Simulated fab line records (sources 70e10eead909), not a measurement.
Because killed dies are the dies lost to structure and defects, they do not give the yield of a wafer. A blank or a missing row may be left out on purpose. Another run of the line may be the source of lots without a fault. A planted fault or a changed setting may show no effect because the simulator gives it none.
A lot that was struck, set against a sound lot	flow nand_harc	13 out of 1302 route steps
Sound: wafers L854.1, L854.3, L854.4. The struck wafers were L865.2, L865.5, L865.6. The cause is given at the end.
For every step that has rows: the tool of each side, followed by ch and its chambers, followed by its first start. Under that, the readings that differ: sound wafers	struck wafers	difference of the means	sigmas: that difference in standard deviations of wafers without a fault.
alike: readings whose means differ by less than 2 such deviations, and words and numbers that are the same on both sides. not compared: withheld readings, readings that some wafer has no value for, bounds like >300 that may hide the same value, and numbers for which the record gives no deviation and whose values overlap.
Wherever a step has rows on one side only, a row that says differs or no value, or a row with sigmas, the two part there. Non-overlapping numbers with no deviation appear without sigmas and do not part them. A reading that every wafer of one side lacks parts them only if that side has two wafers or more.

first, 1 step without rows for these wafers: NHARC_A_SLIT_STRIP_28 (strips in O2/COS).
NHARC_A_SLIT_ETCH_29: etches the open film in CF4/O2, target depth 100 nm, overetch 10 nm, time 55 s.
  sound on rie_diel-10 ch 1,2,3, day 23 20:52; struck on rie_diel-10 ch 1,2, day 27 16:58
  alike: drypump_motor_current_A, oes_product_au, rf_vpp_V, showerhead_plenum_p_Torr, throttle_valve_pct
  not compared: rf_hours_counter_h
NHARC_A_SLIT_STRIP_18: strips in O2.
  sound on rie_diel-10 ch 0,2,3; struck on rie_diel-10 ch 1,2,3
  alike: drypump_motor_current_A, oes_product_au, rf_vpp_V, showerhead_plenum_p_Torr, throttle_valve_pct
  not compared: rf_hours_counter_h
then, 2 steps without rows for these wafers: NHARC_A_SLIT_PRECLEAN_19 (cleans in SC1); NHARC_A_SLIT_SRD_20.
NHARC_A_SLIT_CD_MEAS_21:
  sound on cd_sem-03 at day 23 21:23; struck on cd_sem-01 at day 27 17:34
  alike: cd_nm
then, 3 steps without rows for these wafers: NHARC_A_SIN_REMOVE_WET_00 (chemistry H3PO4, time 15300 s); NHARC_A_SIN_REMOVE_PRECLEAN_01 (cleans in SC1); NHARC_A_SIN_REMOVE_SRD_02.
NHARC_A_SIN_REMOVE_INSPECT_04:
  sound on defect_inspect-02 at day 24 03:41; struck on defect_inspect-02 at day 28 00:13
  alike: raw_defect_count
NHARC_A_WL_FILL_ALD_00: deposits Al2O3, target thk 3 nm, pulse time 3 s, ald cycles 30.
  sound on ald_hk-01 ch 0,1,2, day 24 03:57; struck on ald_hk-02 ch 1,2, day 28 00:19
  alike: heater_power_w, precursor_pulse_height_rel
NHARC_A_WL_FILL_RTA_01: time 5 s.
  sound on rtp_anneal-02 ch 0, day 24 04:11; struck on rtp_anneal-01 ch 0, day 28 00:34
reading	sound	struck	difference	sigmas
lamp_power_pct (%)	31.6 31.7 31.7	25.8 25.8 25.8	-5.9	-4
lamp_zone_1_pct (%)	31.6 31.7 31.7	25.9 25.8 25.7	-5.9	-4
lamp_zone_7_pct (%)	32.1 32.2 32.2	26.3 26.3 26.4	-5.8	-4
wafer_temp_C_max	1004.4 1004.8 1004.0	967.2 967.6 967.6	-36.9	-46
NHARC_A_WL_FILL_ALD_02: deposits TiN, target thk 2 nm, pulse time 3 s, ald cycles 100.
  sound on ald_metal-03 ch 0,1,3, day 24 04:25; struck on ald_metal-01 ch 0,2,3, day 28 00:52
  alike: heater_power_w, precursor_pulse_height_rel

WHERE THEY PART
NHARC_A_WL_FILL_RTA_01 only, going by this record. Later steps at which nothing parts them and some readings are alike: NHARC_A_WL_FILL_ALD_02.

WHY: the cause the simulator had injected
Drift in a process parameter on rtp_anneal-01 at NHARC_A_WL_FILL_RTA_01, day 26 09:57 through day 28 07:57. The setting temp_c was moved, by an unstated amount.
